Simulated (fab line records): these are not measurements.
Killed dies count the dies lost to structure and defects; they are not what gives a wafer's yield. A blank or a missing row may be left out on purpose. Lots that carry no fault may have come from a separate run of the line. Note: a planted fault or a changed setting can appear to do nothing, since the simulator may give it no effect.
Which tool was responsible? | flow n5_finfet | 33 wafers from 11 lots sampled at 3 of the route's 1938 steps

## WHAT EACH GAUGE READ, for each wafer
N5_BEOL_M9_CD_MEAS_11: the cd target is 64.1 nm. Usual: cd_nm reads 64.1 nm (standard deviation 0.42).
lot  | measured     | on        | cd_nm (nm)     | flag
L330 | day 10 16:32 | cd_sem-03 | 63.5 63.0 63.8 |
L335 | day 11 03:25 | cd_sem-02 | 64.0 64.2 64.3 |
L332 | day 11 03:53 | cd_sem-02 | 64.8 64.6 64.2 |
L336 | day 12 04:43 | cd_sem-01 | 64.1 63.6 63.7 |
L338 | day 13 05:15 | cd_sem-02 | 64.4 64.4 64.7 |
L341 | day 13 05:58 | cd_sem-02 | 64.3 64.8 64.2 |
L340 | day 14 15:19 | cd_sem-03 | 64.3 64.5 63.6 |
L349 | day 16 11:23 | cd_sem-01 | 64.0 63.7 63.2 |
L350 | day 16 19:12 | cd_sem-01 | 64.3 64.3 63.8 |
L353 | day 17 07:31 | cd_sem-01 | 64.4 65.0 64.4 |
L351 | day 17 07:52 | cd_sem-03 | 63.5 63.6 64.3 |

N5_BEOL_M9_INSPECT_13: inspects for defects (brightfield). Usual: raw_defect_count reads 414 (standard deviation 100).
lot  | measured     | on                | raw_defect_count | flag
L330 | day 10 16:35 | defect_inspect-01 | 341 343 370      |
L335 | day 11 03:28 | defect_inspect-02 | 435 379 435      |
L332 | day 11 03:57 | defect_inspect-01 | 350 241 228      |
L336 | day 12 04:47 | defect_inspect-01 | 563 355 677      |
L338 | day 13 05:18 | defect_inspect-02 | 491 562 541      |
L341 | day 13 06:01 | defect_inspect-01 | 615 442 633      |
L340 | day 14 15:22 | defect_inspect-02 | 296 281 316      |
L349 | day 16 11:26 | defect_inspect-02 | 397 413 347      |
L350 | day 16 19:16 | defect_inspect-01 | 436 311 394      |
L353 | day 17 07:34 | defect_inspect-02 | 345 281 359      |
L351 | day 17 07:55 | defect_inspect-02 | 392 737 544      |

N5_BEOL_M9_OVL_MEAS_29. Usual: for V8_OVL the level is 0.1 nm and the standard deviation is 0.7.
lot  | measured     | on         | V8_OVL (nm)    | flag
L330 | day 10 21:44 | overlay-02 | 0.2 0.8 -1.0   |
L335 | day 11 04:40 | overlay-01 | 0.6 0.2 -0.2   |
L332 | day 11 05:01 | overlay-01 | 0.6 -0.2 -1.0  |
L336 | day 12 06:26 | overlay-01 | 0.4 -0.8 0.4   |
L338 | day 13 07:13 | overlay-01 | -1.0 -1.0 -0.8 |
L341 | day 13 07:23 | overlay-02 | -0.9 -0.8 -0.5 |
L340 | day 14 17:58 | overlay-02 | 0.9 2.1 -0.2   |
L349 | day 16 12:23 | overlay-02 | 0.0 0.2 0.4    |
L350 | day 16 23:21 | overlay-01 | 0.7 0.0 -0.4   |
L353 | day 17 08:41 | overlay-02 | -0.3 1.1 -0.7  |
L351 | day 17 10:43 | overlay-01 | -0.3 0.9 2.0   |

## EACH LOT AND THE TOOL THAT RAN IT (in order: tool; ch and the chambers of the sampled wafers; start)
No process step before these readings appears in the record.

## AS READ BY THE TOOLS THEMSELVES (means over the sampled wafers that have a number; for cases with no such wafer, the mark the record gives instead)
The record holds no such reading with a usual standard deviation.

## THE ANSWER, worked out from the rows above alone
Rule: a lot counts as off when the mean over its wafers that have a number is more than 3 standard deviations away from the usual mean. Also off: a lot with no number at a reading for which 4 or more lots have one. Where the step has rows for the other lots, those lots are counted as sound. After the gauges, taken in route order, come the tools' own readings; for these a lot's mean is taken, as printed above. At the first step where some lot is off, the reading lying furthest off is the one used; lots without a number count as furthest.
Nothing can be told from this: no lot is off at any reading shown.

## WHAT WAS PUT IN BY THE SIMULATOR
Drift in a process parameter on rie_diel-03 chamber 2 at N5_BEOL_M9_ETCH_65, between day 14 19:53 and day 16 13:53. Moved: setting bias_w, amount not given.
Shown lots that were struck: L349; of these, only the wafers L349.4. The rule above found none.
